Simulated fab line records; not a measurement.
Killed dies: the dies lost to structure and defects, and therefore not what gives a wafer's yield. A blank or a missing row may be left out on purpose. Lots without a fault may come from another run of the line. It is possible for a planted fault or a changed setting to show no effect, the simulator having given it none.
A struck lot beside a sound one -- flow n5Finfet -- 16 steps out of a route of 1938
Sound: wafers L368.1, L368.2, L368.5. Wafers struck: L381.3, L381.4, L381.6. The cause comes at the end.
For every step that has rows: the tool of each side, followed by ch and its chambers, followed by its first start. Under that, the readings that differ: sound wafers -- struck wafers -- difference of the means -- sigmas: that difference in standard deviations of wafers without a fault.
alike: same words and numbers on both sides, and readings whose means sit less than 2 such deviations apart. not compared: any withheld reading, any reading some wafer has no value for, any bound like >300 that may hide the same value, and any number with overlapping values for which the record gives no deviation.
A row with sigmas, a row that says differs or no value, or rows on one side alone: a step with any of these is where the two part. When numbers do not overlap yet have no deviation, they are printed without sigmas and do not part them. Lack of a reading on every wafer of one side parts them only where that side has two or more wafers.

first, 1 step without rows for these wafers: N5_SD_EPI_P_STRIP_38 (strips in N2/H2).
N5_SD_EPI_P_ETCHBACK_46: etches SiNx in CH3F/O2, stops on SiO2, target depth 17.5 nm.
  sound on rieDiel-02 ch 1,3, day 4 20:07; struck on rieDiel-01 ch 0,2,3, day 8 01:54
  alike: biasW, drypumpMotorCurrentA, oesProductAu, rfVppV, showerheadPlenumPTorr, throttleValvePct
  not compared: rfHoursCounterH
N5_SD_EPI_P_ETCH_47: etches SiOCN in CH3F/O2, target depth 25 nm.
  sound on rieDiel-02 ch 1,3, day 4 20:13; struck on rieDiel-01 ch 0,2,3, day 8 02:00
  alike: biasW, drypumpMotorCurrentA, oesProductAu, rfVppV, showerheadPlenumPTorr, throttleValvePct
  not compared: rfHoursCounterH
N5_SD_EPI_P_ETCH_16: etches SiO2 in CHF3/O2, target depth 5 nm.
  sound on rieDiel-02 ch 1,3, day 4 20:19; struck on rieDiel-01 ch 0,2,3, day 8 02:06
  alike: biasW, drypumpMotorCurrentA, oesProductAu, rfVppV, showerheadPlenumPTorr, throttleValvePct
  not compared: rfHoursCounterH
then, 1 step without rows for these wafers: N5_SD_EPI_P_STRIP_50 (strips in CHF3/O2).
N5_SD_EPI_P_SD_RECESS_17: chemistry HBr/Cl2/O2, target depth 39.1 nm, bt time 3 s.
  sound on rieSi-05 ch 0,1, day 4 20:23; struck on rieSi-04 ch 0,1,2, day 8 02:10
  alike: biasW, drypumpMotorCurrentA, oesProductAu, throttleValvePct
  not compared: rfHoursCounterH
then, 1 step without rows for these wafers: N5_SD_EPI_P_WET_ETCH_45 (etches SiO2 in dHF, time 10.7 s, target depth 2 nm, rinse time 30 s).
N5_SD_EPI_P_STRIP_40: strips in N2/H2.
  sound on plasmaAsher-02 ch 0,1, day 4 20:32; struck on plasmaAsher-01 ch 0,1, day 8 02:20
  alike: drypumpMotorCurrentA, heaterPowerW, oesProductAu
  not compared: rfHoursCounterH
then, 4 steps without rows for these wafers: N5_SD_EPI_P_PRECLEAN_52 (cleans in O3/DIW, time 60 s); N5_SD_EPI_P_SRD_20 (time 30 s); N5_SD_EPI_P_PRECLEAN_51 (cleans in NF3:NH3, afs cycles 1, time 20 s, sublimation time 60 s); N5_SD_EPI_P_VAPOR_ETCH_44 (etches SiGe30 in NF3/Ar, time 3.3 s).
N5_SD_EPI_P_EPI_21: deposits SiGe:B, time 355 s.
  sound on epiRpcvd-04 ch 0, day 4 21:10; struck on epiRpcvd-03 ch 0, day 8 03:34
N5_SD_EPI_P_EPI_MEAS_23:
  sound on filmMetro-01 at day 5 00:05; struck on filmMetro-02 at day 8 05:02
reading,sound,struck,difference,sigmas
thkNm (nm),62.0 61.8 61.3,51.9 50.6 51.8,-10.3,-8
then, 1 step without rows for these wafers: N5_SD_EPI_P_HM_STRIP_48 (strips SiNx in H3PO4, material SiNx, target depth 3 nm).
-- the record jumps here: 12 days lie between the struck wafers' starts before and after (it left off in module SD_EPI_P and takes up again in module PASSIVATION, whose first step shown is number 1936 of the route) --
N5_PASSIVATION_PROBE_49:
  sound on prober-02 at day 15 11:29; struck on prober-01 at day 20 05:08
reading,sound,struck,difference,sigmas
killedAtFrontEnd,42 63 75,37 37 41,-22,-2
  alike: killed_at_M0_to_M3, killed_at_M4_up, killedAtContacts, killedAtOther, killedDies, killedOpen, killedShort

== WHERE THEY PART ==
Earliest at N5_SD_EPI_P_EPI_MEAS_23; latest, in this record, at N5_PASSIVATION_PROBE_49.

WHY: the cause the simulator had injected
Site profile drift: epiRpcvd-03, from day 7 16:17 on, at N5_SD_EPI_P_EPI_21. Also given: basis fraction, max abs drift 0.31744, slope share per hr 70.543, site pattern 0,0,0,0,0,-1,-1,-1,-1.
